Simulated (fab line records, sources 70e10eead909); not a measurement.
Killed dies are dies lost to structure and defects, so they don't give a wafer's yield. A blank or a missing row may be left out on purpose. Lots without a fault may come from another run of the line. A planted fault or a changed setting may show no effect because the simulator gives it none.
Chamber matching | flow nand_harc | NHARC_A_BLC_STRIP_29 on rie_diel-01: 4 sister chambers
The step strips in CF4. 8 wafers are shown with their chamber, then 8 later ones without.

WAFERS WITH THEIR CHAMBER
wafer  | chamber | drypump_motor_current_A (A) | oes_product_au (a.u.)
L081.3 | 1       | 5.5                         | 0.979
L083.1 | 1       | 5.6                         | 0.984
L083.2 | 2       | 4.9                         | 1.002
L083.6 | 2       | 4.9                         | 1.002
L086.1 | 3       | 6.7                         | 0.970
L086.2 | 0       | 5.1                         | 0.993
L086.5 | 3       | 6.7                         | 0.981
L087.1 | 0       | 5.1                         | 0.995

WAFERS WITHOUT THEIR CHAMBER
wafer  | drypump_motor_current_A (A) | oes_product_au (a.u.)
L087.4 | 5.6                         | 0.985
L087.6 | 5.1                         | 0.994
L089.1 | 4.9                         | 1.003
L089.4 | 5.5                         | 0.985
L089.6 | 4.9                         | 0.995
L095.1 | 6.8                         | 1.004
L095.3 | 5.1                         | 1.005
L095.6 | 6.8                         | 1.014

WHICH CHAMBER EACH WENT THROUGH
wafer  | from the rows above | in truth
L087.4 | 1                   | 1
L087.6 | 0                   | 0
L089.1 | 2                   | 2
L089.4 | 1                   | 1
L089.6 | 2                   | 2
L095.1 | 3                   | 3
L095.3 | 0                   | 0
L095.6 | 3                   | 3
Placed correctly: 8 of 8. Can't be placed from these rows: 0. Placed wrongly: 0.
How it was worked out, from the rows above alone: a wafer's distance from a chamber is the root of the sum, over the readings, of the square of ((its reading less the chamber's mean) divided by the reading's scatter). The wafer belongs to the nearest chamber; if the next one is less than 2 further off, it can't be placed. A chamber's mean is the mean of its shown wafers. The scatter: the root of (the sum of the squares of (reading less its chamber's mean) over the shown wafers, divided by (wafers less chambers)).
